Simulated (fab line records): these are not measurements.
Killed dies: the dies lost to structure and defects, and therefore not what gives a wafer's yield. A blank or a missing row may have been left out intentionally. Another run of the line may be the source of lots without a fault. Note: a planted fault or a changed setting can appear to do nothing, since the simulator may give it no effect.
Matching of chambers + flow nand-harc + rie-diel-02 running NHARC_P_STI_ETCH_42: 4 sister chambers
The step etches the open film in N2/H2, target depth 80 nm, overetch 24 nm, time 61 s. 16 wafers are shown with their chamber, then 8 later ones without.

== WAFERS WITH THEIR CHAMBER ==
| wafer  | chamber | showerhead-plenum-p-Torr (Torr) | drypump-motor-current-A (A) | rf-vpp-V (V) |
|--------|---------|---------------------------------|-----------------------------|--------------|
| L075.2 | 1       | 1.91                            | 5.1                         | 427          |
| L075.3 | 3       | 2.14                            | 5.1                         | 433          |
| L075.5 | 1       | 1.91                            | 5.1                         | 426          |
| L077.3 | 0       | 2.21                            | 5.8                         | 434          |
| L077.4 | 2       | 2.10                            | 5.2                         | 432          |
| L077.5 | 3       | 2.14                            | 5.1                         | 433          |
| L078.2 | 0       | 2.21                            | 5.8                         | 433          |
| L078.3 | 3       | 2.14                            | 5.0                         | 432          |
| L078.5 | 0       | 2.21                            | 5.8                         | 434          |
| L082.1 | 2       | 2.10                            | 5.1                         | 432          |
| L082.3 | 0       | 2.21                            | 5.8                         | 435          |
| L082.6 | 0       | 2.21                            | 5.8                         | 436          |
| L084.2 | 1       | 1.90                            | 5.1                         | 427          |
| L084.5 | 3       | 2.13                            | 5.1                         | 434          |
| L084.6 | 2       | 2.09                            | 5.1                         | 432          |
| L087.4 | 3       | 2.13                            | 5.1                         | 432          |

SIGNATURES, as means of the wafers listed above
| reading                  | chamber 0 | chamber 1 | chamber 2 | chamber 3 | scatter within a chamber |
|--------------------------|-----------|-----------|-----------|-----------|--------------------------|
| showerhead-plenum-p-Torr | 2.2100    | 1.9067    | 2.0967    | 2.1360    | 0.00459                  |
| drypump-motor-current-A  | 5.800     | 5.100     | 5.133     | 5.080     | 0.035                    |
| rf-vpp-V                 | 434.40    | 426.67    | 432.00    | 432.80    | 0.85                     |
Rule: for a wafer and a chamber, the distance is found by dividing, reading by reading, the gap between the wafer's reading and the chamber's mean by the reading's scatter, squaring, summing and taking the root. The wafer belongs to the nearest chamber; if the next one is less than 2 further off, it can't be placed. The scatter: the root of (the sum of the squares of (reading less its chamber's mean) over the shown wafers, divided by (wafers less chambers)).

== WAFERS MISSING THEIR CHAMBER ==
| wafer  | showerhead-plenum-p-Torr (Torr) | drypump-motor-current-A (A) | rf-vpp-V (V) |
|--------|---------------------------------|-----------------------------|--------------|
| L087.5 | 2.20                            | 5.8                         | 437          |
| L087.6 | 2.13                            | 5.1                         | 433          |
| L093.1 | 2.13                            | 5.1                         | 434          |
| L093.2 | 2.20                            | 5.8                         | 436          |
| L093.5 | 2.13                            | 5.1                         | 434          |
| L094.1 | 1.90                            | 5.1                         | 425          |
| L094.2 | 2.13                            | 5.1                         | 433          |
| L094.5 | 2.20                            | 5.8                         | 434          |

== EACH ONE'S CHAMBER ==
| wafer  | from the rows above | in truth |
|--------|---------------------|----------|
| L087.5 | 0                   | 0        |
| L087.6 | 3                   | 3        |
| L093.1 | 3                   | 3        |
| L093.2 | 0                   | 0        |
| L093.5 | 3                   | 3        |
| L094.1 | 1                   | 1        |
| L094.2 | 3                   | 3        |
| L094.5 | 0                   | 0        |
Correctly placed: 8 of 8. Left unplaced by these rows: 0. 0 placed wrongly.
